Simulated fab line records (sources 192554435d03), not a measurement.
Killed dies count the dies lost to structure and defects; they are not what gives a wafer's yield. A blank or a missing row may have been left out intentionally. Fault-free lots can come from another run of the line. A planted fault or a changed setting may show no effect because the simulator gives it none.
The tool behind it: which one? -- flow n5Finfet -- 72 wafers from 24 lots sampled at 3 of the route's 1938 steps

## WHAT EACH GAUGE READ, for each wafer
N5_ILD0_THK_MEAS_08.
lot,measured,on,thkNm (nm)
L074,day 3 14:11,filmMetro-01,139.7 139.9 139.8
L075,day 3 20:19,filmMetro-02,140.3 139.6 140.4
L076,day 4 01:22,filmMetro-01,139.5 138.8 139.3
L077,day 4 08:39,filmMetro-01,139.1 137.5 138.4
L078,day 4 12:40,filmMetro-01,139.5 141.2 140.2
L079,day 4 18:50,filmMetro-01,139.8 139.7 139.5
L080,day 5 01:28,filmMetro-02,138.5 137.6 139.1
L081,day 5 12:39,filmMetro-01,138.2 138.2 138.4
L082,day 5 16:17,filmMetro-01,140.2 139.4 139.4
L083,day 6 00:56,filmMetro-02,138.0 138.6 137.9
L084,day 6 04:04,filmMetro-01,139.4 141.0 139.4
L085,day 6 15:17,filmMetro-01,140.1 139.6 140.3
L086,day 6 18:23,filmMetro-02,139.6 138.9 138.8
L087,day 6 22:12,filmMetro-01,139.6 137.5 139.3
L088,day 7 02:14,filmMetro-02,141.3 139.9 140.9
L089,day 7 07:59,filmMetro-02,138.4 137.1 137.7
L090,day 7 11:56,filmMetro-01,140.6 140.5 139.9
L091,day 7 20:53,filmMetro-01,139.4 138.3 138.5
L092,day 8 00:18,filmMetro-01,138.2 138.0 137.1
L093,day 8 06:08,filmMetro-02,140.3 139.8 141.1
L094,day 8 13:53,filmMetro-01,138.9 138.8 139.8
L095,day 8 19:43,filmMetro-01,139.2 137.4 138.7
L096,day 8 23:29,filmMetro-01,139.3 139.2 138.6
L097,day 9 06:45,filmMetro-01,141.2 139.5 140.1

N5_HKMG_FIN_THK_MEAS_70: measures by xrf.
lot,measured,on,HK_THK (nm)
L074,day 4 03:15,filmMetro-02,1.596 1.622 1.578
L075,day 4 09:38,filmMetro-01,1.589 1.596 1.595
L076,day 4 13:21,filmMetro-01,1.606 1.592 1.576
L077,day 4 20:28,filmMetro-02,1.595 1.574 1.617
L078,day 5 03:43,filmMetro-02,1.619 1.582 1.593
L079,day 5 09:44,filmMetro-02,1.568 1.603 1.630
L080,day 5 13:36,filmMetro-01,1.597 1.600 1.610
L081,day 6 00:47,filmMetro-02,1.608 1.572 1.575
L082,day 6 04:30,filmMetro-02,1.548 1.601 1.594
L083,day 6 12:46,filmMetro-01,1.604 1.604 1.595
L084,day 6 15:47,filmMetro-02,1.594 1.583 1.600
L085,day 7 03:16,filmMetro-02,1.593 1.618 1.553
L086,day 7 06:51,filmMetro-01,1.581 1.604 1.586
L087,day 7 13:22,filmMetro-02,1.619 1.650 1.617
L088,day 7 14:13,filmMetro-01,1.593 1.606 1.610
L089,day 7 20:01,filmMetro-02,1.596 1.556 1.578
L090,day 8 00:17,filmMetro-02,1.604 1.593 1.569
L091,day 8 08:44,filmMetro-02,1.608 1.590 1.596
L092,day 8 12:14,filmMetro-01,1.613 1.595 1.584
L093,day 8 18:41,filmMetro-02,1.615 1.616 1.617
L094,day 9 02:21,filmMetro-01,1.630 1.611 1.602
L095,day 9 07:28,filmMetro-01,1.621 1.609 1.607
L096,day 9 11:48,filmMetro-02,1.595 1.597 1.579
L097,day 9 19:10,filmMetro-02,1.636 1.600 1.621

## WHICH TOOL RAN EACH LOT (tool, then ch and the chambers of the sampled wafers, then the start)
lot,N5_SD_EPI_P_SD_RECESS_17
L074,"rieSi-01 ch 1,2,3, day 3 07:22"
L075,"rieSi-03 ch 0,1,2, day 3 12:38"
L076,"rieSi-03 ch 0,1, day 3 17:40"
L077,"rieSi-04 ch 0,2, day 4 01:47"
L078,"rieSi-04 ch 0,1,2, day 4 05:49"
L079,"rieSi-03 ch 0,1,2, day 4 11:46"
L080,"rieSi-03 ch 1,2, day 4 17:32"
L081,"rieSi-01 ch 1,3, day 5 05:45"
L082,"rieSi-01 ch 0,1,2, day 5 09:04"
L083,"rieSi-03 ch 0,1,3, day 5 17:32"
L084,"rieSi-01 ch 0,1, day 5 21:12"
L085,"rieSi-03 ch 0,2, day 6 07:35"
L086,"rieSi-01 ch 0,3, day 6 11:31"
L087,"rieSi-03 ch 0,1, day 6 15:22"
L088,"rieSi-01 ch 1,2,3, day 6 19:18"
L089,"rieSi-01 ch 1,3, day 7 01:04"
L090,"rieSi-01 ch 0,2,3, day 7 04:49"
L091,"rieSi-01 ch 2,3, day 7 13:48"
L092,"rieSi-04 ch 0,3, day 7 17:19"
L093,"rieSi-03 ch 0,2, day 7 22:29"
L094,"rieSi-04 ch 0,1,3, day 8 06:49"
L095,"rieSi-01 ch 1,2, day 8 12:55"
L096,"rieSi-03 ch 0,1,2, day 8 16:23"
L097,"rieSi-01 ch 0,2,3, day 8 23:29"
- N5_SD_EPI_P_SD_RECESS_17: chemistry HBr/Cl2/O2, target depth 39.1 nm, bt time 3 s.

## AS READ BY THE TOOLS THEMSELVES (means over the sampled wafers that have a number; for cases with no such wafer, the mark the record gives instead)
N5_SD_EPI_P_SD_RECESS_17.
lot,tool,drypumpMotorCurrentA (A),oesProductAu (a.u.),throttleValvePct (%)
L074,rieSi-01,5.2,0.989,37.2
L075,rieSi-03,5.7,0.996,36.9
L076,rieSi-03,5.3,0.982,36.7
L077,rieSi-04,5.9,0.990,36.8
L078,rieSi-04,6.0,1.007,37.0
L079,rieSi-03,5.7,0.998,36.9
L080,rieSi-03,5.9,0.992,36.9
L081,rieSi-01,5.4,0.984,37.1
L082,rieSi-01,5.3,0.990,37.2
L083,rieSi-03,5.5,0.990,36.9
L084,rieSi-01,5.6,0.988,37.1
L085,rieSi-03,5.8,1.015,37.2
L086,rieSi-01,5.0,0.997,37.6
L087,rieSi-03,5.5,0.981,36.7
L088,rieSi-01,5.2,0.989,37.2
L089,rieSi-01,5.1,0.994,37.3
L090,rieSi-01,5.0,0.992,37.4
L091,rieSi-01,4.9,0.999,37.4
L092,rieSi-04,5.9,0.986,36.7
L093,rieSi-03,5.8,1.013,37.2
L094,rieSi-04,6.0,1.001,37.0
L095,rieSi-01,5.3,0.989,37.1
L096,rieSi-03,5.7,0.994,36.9
L097,rieSi-01,5.0,0.996,37.4

## THE ANSWER, worked out from the rows above alone
Rule: the lots themselves supply what counts as usual. Put in order of their means at a reading, lots are off if they are a third of the lots or fewer, leave a main group of 4 or more, and stand apart from it by a gap of 3 or more times the standard deviation of the main group's means; of several such gaps the widest counts. Not used: any main group whose means are identical at the precision the tables above print for the reading. Also off: a lot with no number at a reading for which 4 or more lots have one. The other lots that the step has rows for count as sound. After the gauges, taken in route order, come the tools' own readings; for these a lot's mean is taken, as printed above. The first step at which some lot is off is used, and at that step the reading that is off furthest; a lot without a number counts as furthest.
Nothing can be told from this: no lot is off at any reading shown.

## WHAT WAS PUT IN BY THE SIMULATOR
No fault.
